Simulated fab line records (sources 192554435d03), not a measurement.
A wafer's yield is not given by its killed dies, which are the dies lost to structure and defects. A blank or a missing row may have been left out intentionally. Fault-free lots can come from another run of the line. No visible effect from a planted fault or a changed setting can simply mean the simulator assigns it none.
fab line records	flow n5Finfet
record: lots: 10	wafers: 30	lastDay: 18
route steps=1938 shown BEOL_M0@722 BEOL_M4@1111 PASSIVATION@1936
lots with no fault: from the same line, run without faults
startH: hours from the record's first day to the start of the lot's first wafer shown	waitH: how many hours have passed since the lot's step before this one	" repeats the value in the row above	L1.1+2: several wafers, shown together as one row	- either no value or no given start	* or withheld: withheld	< > ~ a bound
route shown NAME@n: NAME is a module with steps in the file, n the number in the route of the first one	usual: mean/standard deviation taken from wafers without a fault	same: alike in all rows	chamber/n: place in a boat	sites: the reading at each site	_std_site: the standard deviation of these	_edge_site: mean of outer sites minus mean of inner sites	radiusMm: for every site, how far away it sits from the centre of the wafer	mask NAME#n: copy n	behind: the most recent tool/chamber to have shaped the wafer	hold: the reason the lot was held/the length of the hold in hours/how it ended	device: which transistor (n, p or np) failed to switch	end of line: the route-end tests of the same wafers	a step given without rows: its recipe and nothing more	killed: dies that structure and defects cost at the first sort, which is not the same as the wafer's yield	map: a wafer's dies, marking killed ones x, the rest . and places with no die _
set.NAME: the setting that was run; set.NAME@STEP: the one run at that earlier step	model.NAME: the simulator's own value behind a step, which no gauge read
steps of the route over a sample of lots; a table a step, a row a wafer
services: when a tool's chamber went out of use (startH, in hours from the record's first day, below 0 if earlier), for how many hours, and the reason
== steps ==
step: N5_BEOL_M0_STRIP_142
recipe: chemistry: N2/H2	timeS: 10	powerW: 450	tempC: 40	pressureMtorr: 20	rfFrequencyHz: 6e+07	biasPowerW: 7	n2FlowSccm: 200	h2FlowSccm: 200
usual: drypumpMotorCurrentA: 5.8/0.52	oesProductAu: 0.77/0.093	rfVppV: 59.3/0.82	showerheadPlenumPTorr: 2.54/0.088	throttleValvePct: 23.81/0.28
lot.wafer	tool	chamber	startH	waitH	drypumpMotorCurrentA	oesProductAu	rfHoursCounterH	rfVppV	showerheadPlenumPTorr	throttleValvePct
L433.2	rieDiel-05	1	132.23	0.0	5.2	0.87	51	58.4	2.47	23.59
L433.4	"	2	"	"	5.1	0.73	165	59.0	2.43	23.24
L433.6	"	1	"	"	5.2	0.88	-	58.3	2.47	23.61
L435.1	rieDiel-02	1	148.13	0.0	5.8	0.85	66	59.5	2.69	23.95
L435.3	"	0	"	"	5.9	0.66	247	58.9	2.50	23.78
L435.5	"	1	"	"	5.8	0.85	-	59.6	2.69	23.96
L439.1	rieDiel-02	2	166.84	0.0	6.8	0.69	238	59.7	2.61	23.93
L439.3	"	1	"	"	5.8	0.84	72	59.4	2.68	23.96
L439.6	"	2	"	"	6.8	0.69	-	60.5	2.61	23.95
L447.2	rieDiel-02	2	217.70	0.0	6.8	0.67	260	58.1	2.60	24.00
L447.3	"	0	"	"	5.9	0.97	11	58.5	2.49	23.40
L447.6	"	1	"	"	5.8	0.82	-	60.1	2.67	23.99
L448.3	rieDiel-02	0	226.33	0.0	5.9	0.96	14	59.3	2.49	23.41
L448.5	"	0	"	"	5.9	0.95	-	58.0	2.49	23.42
L448.6	"	3	"	"	5.4	0.97	-	59.5	2.60	23.53
L449.1	rieDiel-01	1	226.41	0.0	5.2	0.76	155	58.0	2.44	24.39
L449.3	"	2	"	"	5.2	0.73	192	60.3	2.53	23.88
L449.5	"	1	"	"	5.2	0.76	-	59.7	2.44	24.38
L450.1	rieDiel-01	1	236.96	0.0	5.2	0.75	158	58.0	2.44	24.40
L450.2	"	3	"	"	5.7	0.72	193	59.5	2.64	23.75
L450.4	"	0	"	"	6.3	0.70	218	60.3	2.50	23.82
L451.2	rieDiel-01	2	247.63	0.0	5.2	0.72	199	57.8	2.52	23.89
L451.4	"	1	"	"	5.1	0.75	163	57.8	2.43	24.41
L451.6	"	0	"	"	6.3	0.70	-	60.3	2.50	23.80
L453.4	rieDiel-02	3	249.68	0.0	5.4	0.95	15	59.4	2.60	23.55
L453.5	"	0	"	"	5.9	0.93	-	58.1	2.49	23.42
L453.6	"	3	"	"	5.4	0.94	-	60.5	2.59	23.53
L452.2	rieDiel-05	3	259.56	0.0	5.9	0.70	208	58.0	2.42	23.74
L452.3	"	2	"	"	5.1	0.70	210	58.9	2.41	23.30
L452.5	"	2	"	"	5.1	0.70	-	57.9	2.41	23.30
step: N5_BEOL_M0_ANNEAL_133
recipe: tempC: 400	timeS: 60	ambient: vacuum
usual: heaterPowerW: 817/76
lot.wafer	tool	chamber	startH	waitH	heaterPowerW
L433.2	pvdSputter-01	-	133.65	0.0	700
L433.4	"	-	"	"	876
L433.6	"	-	"	"	716
L435.1	pvdSputter-01	-	151.73	0.0	712
L435.3	"	-	"	"	872
L435.5	"	-	"	"	799
L439.1	pvdSputter-03	-	168.59	0.0	909
L439.3	"	-	"	"	751
L439.6	"	-	"	"	766
L447.2	pvdSputter-03	-	221.45	0.0	795
L447.3	"	-	"	"	859
L447.6	"	-	"	"	806
L449.1	pvdSputter-01	-	227.94	0.0	728
L449.3	"	-	"	"	719
L449.5	"	-	"	"	710
L448.3	pvdSputter-01	-	228.38	0.0	785
L448.5	"	-	"	"	795
L448.6	"	-	"	"	881
L450.1	pvdSputter-01	-	240.67	0.0	789
L450.2	"	-	"	"	725
L450.4	"	-	"	"	875
L451.2	pvdSputter-03	-	249.43	0.0	772
L451.4	"	-	"	"	909
L451.6	"	-	"	"	838
L453.4	pvdSputter-02	-	251.35	0.0	772
L453.5	"	-	"	"	762
L453.6	"	-	"	"	784
L452.2	pvdSputter-02	-	262.42	0.0	766
L452.3	"	-	"	"	784
L452.5	"	-	"	"	807
step: N5_BEOL_M0_SPUTTER_141
recipe: material: Cu	targetThkA: 40	tempC: -20	chamberPressurePa: 0.07	powerW: withheld	timeS: 7.37
usual: chamberPressurePa: 0.07/0.00013	chuckGasFlowSccm: 1.26/0.057	throttleValvePct: 30.3/1.1
lot.wafer	tool	chamber	startH	waitH	chamberPressurePa	chuckGasFlowSccm	throttleValvePct
L433.2	pvdSputter-01	-	133.81	0.0	0.06992	1.36	29.5
L433.4	"	-	"	"	0.07002	1.32	29.3
L433.6	"	-	"	"	0.06999	1.26	29.8
L435.1	pvdSputter-01	-	151.89	0.0	0.06998	1.37	31.6
L435.3	"	-	"	"	0.07007	1.24	29.4
L435.5	"	-	"	"	0.07005	1.24	30.0
L439.1	pvdSputter-03	-	168.75	0.0	0.0697	1.28	30.5
L439.3	"	-	"	"	0.06994	1.21	28.0
L439.6	"	-	"	"	0.07	1.25	28.1
L447.2	pvdSputter-03	-	221.61	0.0	-	-	-
L447.3	"	-	"	"	-	-	-
L447.6	"	-	"	"	-	-	-
L449.1	pvdSputter-01	-	228.10	0.0	0.07005	1.24	31.8
L449.3	"	-	"	"	0.07034	1.30	29.7
L449.5	"	-	"	"	0.07001	1.32	29.7
L448.3	pvdSputter-01	-	228.54	0.0	-	-	-
L448.5	"	-	"	"	-	-	-
L448.6	"	-	"	"	-	-	-
L450.1	pvdSputter-01	-	240.83	0.0	0.07	1.32	29.8
L450.2	"	-	"	"	0.06997	1.32	29.7
L450.4	"	-	"	"	0.07013	1.21	29.5
L451.2	pvdSputter-03	-	249.59	0.0	0.07007	1.28	28.3
L451.4	"	-	"	"	0.06983	1.18	30.7
L451.6	"	-	"	"	0.06997	1.29	29.6
L453.4	pvdSputter-02	-	251.51	0.0	0.06986	1.31	31.5
L453.5	"	-	"	"	0.07004	1.19	31.4
L453.6	"	-	"	"	0.06998	1.25	30.1
L452.2	pvdSputter-02	-	262.58	0.0	0.0701	1.30	31.5
L452.3	"	-	"	"	0.07001	1.19	30.2
L452.5	"	-	"	"	0.07011	1.25	30.3
step: N5_BEOL_M0_DEP_125
recipe: material: SiCN	targetThkA: 80	tempC: withheld	precursor: 3MS/NH3	pressureTorr: 3	rfW: 202	timeS: 14
usual: showerheadPlenumPTorr: 3.663/0.012	throttleValvePct: 9.1/0.7
lot.wafer	tool	chamber	startH	waitH	showerheadPlenumPTorr	throttleValvePct
L433.2	pecvd-03	1	134.79	0.0	3.659	10.1
L433.4	"	1	"	"	3.667	9.9
L433.6	"	0	"	"	3.662	9.3
L435.1	pecvd-03	0	152.87	0.0	3.666	9.1
L435.3	"	1	"	"	3.667	10.1
L435.5	"	2	"	"	3.661	8.2
L439.1	pecvd-03	2	170.85	0.0	3.684	8.2
L439.3	"	0	"	"	3.663	9.4
L439.6	"	0	"	"	3.657	9.2
L447.2	pecvd-01	1	222.60	0.0	3.642	8.5
L447.3	"	2	"	"	3.662	9.0
L447.6	"	2	"	"	3.662	8.9
L449.1	pecvd-01	0	229.12	0.0	3.645	10.1
L449.3	"	2	"	"	3.656	8.9
L449.5	"	1	"	"	3.638	8.5
L448.3	pecvd-03	2	229.54	0.0	3.675	8.0
L448.5	"	1	"	"	3.675	10.0
L448.6	"	2	"	"	3.675	7.9
L450.1	pecvd-02	0	241.82	0.0	3.684	9.5
L450.2	"	2	"	"	3.657	8.5
L450.4	"	0	"	"	3.673	9.7
L451.2	pecvd-01	0	250.58	0.0	3.644	10.3
L451.4	"	0	"	"	3.633	10.3
L451.6	"	2	"	"	3.666	8.9
L453.4	pecvd-03	0	252.51	0.0	3.655	9.0
L453.5	"	1	"	"	3.681	9.7
L453.6	"	2	"	"	3.677	8.1
L452.2	pecvd-02	1	264.00	0.0	3.667	9.6
L452.3	"	2	"	"	3.665	8.5
L452.5	"	0	"	"	3.672	9.5
step: N5_BEOL_M4_RC_MEAS_101
usual: DIBL_N: 35.8/1.4	DIBL_P: 35.8/1.6	IOFF_N: 0.152/0.021	IOFF_P: 0.204/0.027	ION_N: 672/8.7	ION_P: 461/6.2	SS_N: 71.5/0.54	SS_P: 73.1/0.57	VT_N: 250.0/2.5	VT_P: -250.6/2.7
lot.wafer	tool	chamber	startH	waitH	DIBL_N[mV/V]	DIBL_P[mV/V]	IOFF_N[nA/um]	IOFF_P[nA/um]	ION_N[uA/um]	ION_P[uA/um]	SS_N[mV/dec]	SS_P[mV/dec]	VT_N[mV]	VT_P[mV]
L433.2	prober-01	0	198.57	0.2	36.0	32.6	0.124	0.196	663	462	71.8	72.6	254.1	-248.2
L433.4	"	0	"	"	34.9	31.8	0.118	0.184	667	457	70.7	72.6	252.7	-249.2
L433.6	"	0	"	"	37.7	34.9	0.149	0.226	677	468	71.3	73.8	250.1	-246.0
L435.1	prober-01	0	207.49	0.0	36.1	38.4	0.167	0.224	683	465	71.4	73.3	250.7	-252.5
L435.3	"	0	"	"	35.1	36.2	0.140	0.187	663	452	71.5	72.1	252.5	-252.6
L435.5	"	0	"	"	35.7	37.7	0.160	0.219	672	467	71.5	72.7	250.2	-250.2
L439.1	prober-02	0	230.76	0.0	37.4	36.9	0.174	0.204	678	457	71.3	72.9	247.5	-251.8
L439.3	"	0	"	"	35.9	35.8	0.151	0.184	673	455	71.7	72.6	249.7	-251.9
L439.6	"	0	"	"	35.4	34.2	0.139	0.163	669	452	71.7	72.9	251.3	-254.3
L447.2	prober-02	0	274.72	0.2	36.3	33.7	0.125	0.179	666	450	71.3	72.8	251.2	-251.7
L447.3	"	0	"	"	36.6	34.8	0.138	0.205	664	463	70.9	73.0	248.9	-248.7
L447.6	"	0	"	"	37.8	36.4	0.153	0.223	669	467	71.6	72.8	249.4	-248.9
L448.3	prober-01	0	291.87	0.3	36.2	35.7	0.165	0.241	672	468	71.8	73.2	247.8	-249.2
L448.5	"	0	"	"	37.8	38.1	0.204	0.281	679	466	72.0	73.2	245.2	-245.0
L448.6	"	0	"	"	36.0	35.0	0.163	0.226	673	461	72.0	73.2	249.5	-249.3
L450.1	prober-02	0	299.63	0.0	33.6	34.9	0.132	0.169	659	453	70.6	72.8	252.8	-251.8
L450.2	"	0	"	"	34.1	35.2	0.138	0.173	663	460	70.7	72.7	249.9	-253.6
L450.4	"	0	"	"	33.5	34.8	0.126	0.167	671	455	70.5	73.0	252.3	-254.0
L449.1	prober-02	0	302.21	0.0	34.4	32.6	0.107	0.163	665	465	71.2	72.1	252.2	-253.7
L449.3	"	0	"	"	37.6	37.1	0.159	0.227	670	465	71.1	73.9	249.6	-247.9
L449.5	"	0	"	"	36.8	35.8	0.135	0.200	660	457	72.2	73.2	253.0	-249.8
L451.2	prober-01	0	308.32	0.2	37.1	36.6	0.175	0.236	681	469	71.5	73.4	250.5	-247.9
L451.4	"	0	"	"	37.5	37.4	0.194	0.260	680	468	71.4	74.0	246.3	-245.3
L451.6	"	0	"	"	37.0	37.1	0.192	0.255	692	478	70.6	73.7	244.7	-246.4
L453.4	prober-01	0	309.90	0.5	35.5	34.8	0.152	0.199	663	452	72.0	72.9	249.4	-251.6
L453.5	"	0	"	"	36.2	35.3	0.175	0.220	669	461	72.1	72.5	246.1	-247.8
L453.6	"	0	"	"	35.4	34.3	0.147	0.200	670	460	71.0	72.5	251.8	-249.4
L452.2	prober-02	0	316.41	0.2	36.5	34.4	0.165	0.203	681	463	71.1	74.1	247.6	-251.2
L452.3	"	0	"	"	36.4	34.3	0.173	0.205	680	457	71.3	72.7	247.0	-249.2
L452.5	"	0	"	"	36.7	34.6	0.174	0.209	670	466	71.8	73.6	247.0	-248.4
step: N5_PASSIVATION_PROBE_49
usual: defectLimitedYield: 91.6/1.4	killed_at_M0_to_M3: 33/9.7	killed_at_M4_up: 13/5.4	killedAtContacts: 13/6.6	killedAtFrontEnd: 36/11	killedAtOther: 3.9/3	killedDies: 99/16	killedOpen: 66/12	killedShort: 32/7.9	sort_bin_5_function: 4.9/0.9	sort_bin_6_memory: 3.2/0.67	sortNPass: 1081/16	sortYieldPct: 91.6/1.4
same: grossDies: 1180	killedAtBackSide: 0	sort_bin_4_leakage[%]: 0	sort_bin_8_speed[%]: 0
lot.wafer	tool	chamber	startH	waitH	defectLimitedYield[%]	killed_at_M0_to_M3	killed_at_M4_up	killedAtContacts	killedAtFrontEnd	killedAtOther	killedDies	killedOpen	killedShort	sort_bin_5_function[%]	sort_bin_6_memory[%]	sortNPass	sortYieldPct[%]
L439.1	prober-02	-	329.10	0.0	94.1	20	9	5	34	2	70	50	20	4.1	1.9	1110	94.1
L439.3	prober-02	-	329.20	0.1	90.9	42	23	13	29	0	107	75	31	5.3	3.4	1073	90.9
L439.6	prober-02	-	329.35	0.3	90.4	28	10	17	57	1	113	81	32	5.6	3.6	1067	90.4
L447.2	prober-01	-	380.51	0.1	91.2	51	4	16	29	4	104	56	29	4.7	3.7	1076	91.2
L447.3	prober-01	-	380.56	0.1	90.2	44	5	20	45	2	116	67	30	6.3	3.4	1064	90.2
L447.6	prober-01	-	380.71	0.3	89.7	43	18	25	27	8	121	69	30	6.8	3.2	1059	89.7
L448.3	prober-02	-	388.29	0.1	89.2	48	9	18	50	3	128	70	35	6.1	4.2	1052	89.2
L448.5	prober-02	-	388.39	0.2	91.5	38	13	14	31	4	100	52	27	4.6	3.6	1080	91.5
L448.6	prober-02	-	388.44	0.3	91.1	43	5	9	45	3	105	49	30	5.3	3.4	1075	91.1
killed by level:class
L439.1 STI_FIN_REVEAL:geometricParticle:open=8 BEOL_M0_SAQP:geometricParticle:open=6 STARTING-WAFER:geometricParticle:open=6 GATE_CUT:geometricParticle:short=5 FIN_SAQP:geometricParticle:open=4 MOL_CONTACT_COAG:geometricParticle:open=4 BEOL_M3:geometricParticle:open=4 DUMMY_GATE:geometricParticle:open=3
L439.3 BEOL_M0_SAQP:geometricParticle:open=14 BEOL_M3:geometricParticle:open=13 MOL_CONTACT_COAG:geometricParticle:open=11 BEOL_M0_SAQP:geometricParticle:short=11 FIN_SAQP:geometricParticle:short=8 BEOL_M5:geometricParticle:open=8 BEOL_M4:geometricParticle:open=7 DUMMY_GATE:geometricParticle:open=5
L439.6 MOL_CONTACT_COAG:geometricParticle:open=16 FIN_SAQP:geometricParticle:open=11 FIN_SAQP:geometricParticle:short=11 STI_FIN_REVEAL:geometricParticle:open=10 BEOL_M1:geometricParticle:open=10 BEOL_M4:geometricParticle:open=6 BEOL_M3:geometricParticle:open=6 ILD0:geometricParticle:short=5
L447.2 BEOL_M0:interfaceVoidOpened=19 MOL_CONTACT_COAG:geometricParticle:open=14 BEOL_M1:geometricParticle:open=9 FIN_SAQP:geometricParticle:short=8 GATE_CUT:geometricParticle:short=7 BEOL_M2:geometricParticle:open=6 FIN_SAQP:geometricParticle:open=5 BEOL_M3:geometricParticle:open=5
L447.3 STI_FIN_REVEAL:geometricParticle:open=20 BEOL_M0:interfaceVoidOpened=18 MOL_CONTACT_COAG:geometricParticle:open=13 BEOL_M1:geometricParticle:open=8 MOL_CONTACT_COAG:geometricParticle:short=7 GATE_CUT:geometricParticle:short=6 BEOL_M2:geometricParticle:open=6 STI_FIN_REVEAL:geometricParticle:short=5
L447.6 BEOL_M0:interfaceVoidOpened=22 MOL_CONTACT_COAG:geometricParticle:open=20 BEOL_M4:geometricParticle:open=11 STI_FIN_REVEAL:geometricParticle:open=7 FIN_SAQP:geometricParticle:open=6 MOL_CONTACT_COAG:geometricParticle:short=5 BEOL_M1:geometricParticle:open=5 FIN_SAQP:geometricParticle:short=4
L448.3 BEOL_M0:interfaceVoidOpened=21 MOL_CONTACT_COAG:geometricParticle:open=16 FIN_SAQP:geometricParticle:open=15 FIN_SAQP:geometricParticle:short=13 BEOL_M1:geometricParticle:open=11 BEOL_M0_SAQP:geometricParticle:open=5 BEOL_M2:geometricParticle:open=5 GATE_CUT:geometricParticle:short=4
L448.5 BEOL_M0:interfaceVoidOpened=20 MOL_CONTACT_COAG:geometricParticle:open=10 FIN_SAQP:geometricParticle:short=8 BEOL_M3:geometricParticle:open=8 BEOL_M4:geometricParticle:open=7 GATE_CUT:geometricParticle:short=4 MOL_CONTACT_COAG:geometricParticle:short=4 DUMMY_GATE:geometricParticle:open=3
L448.6 BEOL_M0:interfaceVoidOpened=24 FIN_SAQP:geometricParticle:open=15 FIN_SAQP:geometricParticle:short=11 MOL_CONTACT_COAG:geometricParticle:open=6 BEOL_M3:geometricParticle:open=5 GATE_CUT:geometricParticle:short=3 GATE_CUT:geometricParticle:open=3 MOL_CONTACT_COAG:geometricParticle:short=3
== services ==
tool	chamber	startH	hours	kind
pvdSputter-01	-	110.99	3.0	repair
rieDiel-02	2	123.29	4.0	repair
pvdSputter-02	-	123.38	0.5	repair
pvdSputter-01	-	126.47	1.7	repair
pvdSputter-02	-	159.31	7.1	repair
rieDiel-02	0	163.18	3.9	repair
rieDiel-02	0	167.15	-	clean
rieDiel-02	0	167.15	-	consumableReplace:focusRing
rieDiel-02	0	167.15	24.5	scheduledDown
rieDiel-02	0	167.15	24.5	ventCycle
pecvd-03	2	183.78	5.5	scheduledDown
rieDiel-02	3	191.84	-	clean
rieDiel-02	3	191.84	-	consumableReplace:focusRing
rieDiel-02	3	191.84	25.8	scheduledDown
rieDiel-02	3	191.84	25.8	ventCycle
pecvd-01	2	192.19	10.5	repair
pecvd-03	1	197.80	2.1	scheduledDown
pecvd-03	-	210.90	0.7	repair
rieDiel-02	2	217.75	-	clean
rieDiel-02	2	217.75	-	consumableReplace:focusRing
rieDiel-02	2	217.75	25.7	scheduledDown
rieDiel-02	-	226.47	0.7	repair
rieDiel-02	1	237.00	5.9	repair
pecvd-01	1	237.48	10.0	repair
== key ==
firstSign: step: N5_BEOL_M0_SPUTTER_141	reading: toolRecord	direction: missing
effect none on later readings
metAt N5_BEOL_M0_SPUTTER_141
struckLots L447,L448
notActingAt N5_BEOL_M0_STRIP_142,N5_BEOL_M0_ANNEAL_133,N5_BEOL_M0_DEP_125
onsetBetween 168.75 221.61
fault: kind: skippedStepWhole	tool: pvdSputter-01,pvdSputter-03	chamber: -	onsetH: 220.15	steps: N5_BEOL_M0_SPUTTER_141	scope: struckLotsOnly
